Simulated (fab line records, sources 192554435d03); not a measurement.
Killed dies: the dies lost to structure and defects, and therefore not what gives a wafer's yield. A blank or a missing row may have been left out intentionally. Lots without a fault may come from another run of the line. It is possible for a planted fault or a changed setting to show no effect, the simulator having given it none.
Matching of chambers / flow n5_finfet / N5_BEOL_M12_DEP_53 on pecvd-02: 3 sister chambers
The step deposits SiCN from 3MS/NH3, target thk 30 nm, time 10.5 s. 14 wafers are shown with their chamber, then 7 later ones without.

== WAFERS, EACH WITH ITS CHAMBER ==
wafer=L074.2; chamber=1; showerhead_plenum_p_Torr (Torr)=4.138; throttle_valve_pct (%)=17.9; showerhead_vpp_V (V)=1577
wafer=L074.4; chamber=2; showerhead_plenum_p_Torr (Torr)=4.184; throttle_valve_pct (%)=16.2; showerhead_vpp_V (V)=1680
wafer=L074.5; chamber=0; showerhead_plenum_p_Torr (Torr)=4.190; throttle_valve_pct (%)=17.6; showerhead_vpp_V (V)=1633
wafer=L078.1; chamber=0; showerhead_plenum_p_Torr (Torr)=4.173; throttle_valve_pct (%)=17.4; showerhead_vpp_V (V)=1637
wafer=L078.2; chamber=2; showerhead_plenum_p_Torr (Torr)=4.178; throttle_valve_pct (%)=16.3; showerhead_vpp_V (V)=1695
wafer=L078.6; chamber=2; showerhead_plenum_p_Torr (Torr)=4.191; throttle_valve_pct (%)=16.6; showerhead_vpp_V (V)=1685
wafer=L081.2; chamber=2; showerhead_plenum_p_Torr (Torr)=4.181; throttle_valve_pct (%)=16.3; showerhead_vpp_V (V)=1672
wafer=L081.3; chamber=1; showerhead_plenum_p_Torr (Torr)=4.147; throttle_valve_pct (%)=17.8; showerhead_vpp_V (V)=1616
wafer=L081.5; chamber=0; showerhead_plenum_p_Torr (Torr)=4.183; throttle_valve_pct (%)=17.9; showerhead_vpp_V (V)=1655
wafer=L080.1; chamber=2; showerhead_plenum_p_Torr (Torr)=4.194; throttle_valve_pct (%)=16.9; showerhead_vpp_V (V)=1652
wafer=L080.2; chamber=0; showerhead_plenum_p_Torr (Torr)=4.178; throttle_valve_pct (%)=17.7; showerhead_vpp_V (V)=1668
wafer=L080.6; chamber=1; showerhead_plenum_p_Torr (Torr)=4.148; throttle_valve_pct (%)=17.7; showerhead_vpp_V (V)=1598
wafer=L090.1; chamber=1; showerhead_plenum_p_Torr (Torr)=4.147; throttle_valve_pct (%)=17.9; showerhead_vpp_V (V)=1602
wafer=L090.4; chamber=2; showerhead_plenum_p_Torr (Torr)=4.181; throttle_valve_pct (%)=16.8; showerhead_vpp_V (V)=1662

SIGNATURES, as means of the wafers listed above
reading=showerhead_plenum_p_Torr; chamber 0=4.18100; chamber 1=4.14500; chamber 2=4.18483; scatter within a chamber=0.0062
reading=throttle_valve_pct; chamber 0=17.650; chamber 1=17.825; chamber 2=16.517; scatter within a chamber=0.231
reading=showerhead_vpp_V; chamber 0=1648.25; chamber 1=1598.25; chamber 2=1674.33; scatter within a chamber=16
Rule: a wafer's distance from a chamber is the root of the sum, over the readings, of the square of ((its reading less the chamber's mean) divided by the reading's scatter). The wafer belongs to the nearest chamber; if the next one is less than 2 further off, it can't be placed. The scatter is the square root of a quotient: the sum, over the shown wafers, of each reading's squared deviation from its chamber's mean, divided by wafers minus chambers.

== WAFERS WHOSE CHAMBER IS MISSING ==
wafer=L090.6; showerhead_plenum_p_Torr (Torr)=4.147; throttle_valve_pct (%)=17.5; showerhead_vpp_V (V)=1593
wafer=L094.2; showerhead_plenum_p_Torr (Torr)=4.189; throttle_valve_pct (%)=18.0; showerhead_vpp_V (V)=1653
wafer=L094.5; showerhead_plenum_p_Torr (Torr)=4.176; throttle_valve_pct (%)=17.9; showerhead_vpp_V (V)=1661
wafer=L094.6; showerhead_plenum_p_Torr (Torr)=4.147; throttle_valve_pct (%)=17.8; showerhead_vpp_V (V)=1598
wafer=L093.1; showerhead_plenum_p_Torr (Torr)=4.187; throttle_valve_pct (%)=17.8; showerhead_vpp_V (V)=1651
wafer=L093.4; showerhead_plenum_p_Torr (Torr)=4.149; throttle_valve_pct (%)=17.8; showerhead_vpp_V (V)=1603
wafer=L093.5; showerhead_plenum_p_Torr (Torr)=4.187; throttle_valve_pct (%)=16.9; showerhead_vpp_V (V)=1640

== THE CHAMBER EACH PASSED THROUGH ==
wafer=L090.6; from the rows above=1; in truth=1
wafer=L094.2; from the rows above=0; in truth=0
wafer=L094.5; from the rows above=0; in truth=0
wafer=L094.6; from the rows above=1; in truth=1
wafer=L093.1; from the rows above=0; in truth=0
wafer=L093.4; from the rows above=1; in truth=1
wafer=L093.5; from the rows above=can't be placed: 2 or 0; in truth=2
Placed correctly: 6 of 7. Not placeable from these rows: 1 (in 1, the candidates include the true chamber). Wrongly placed: 0.
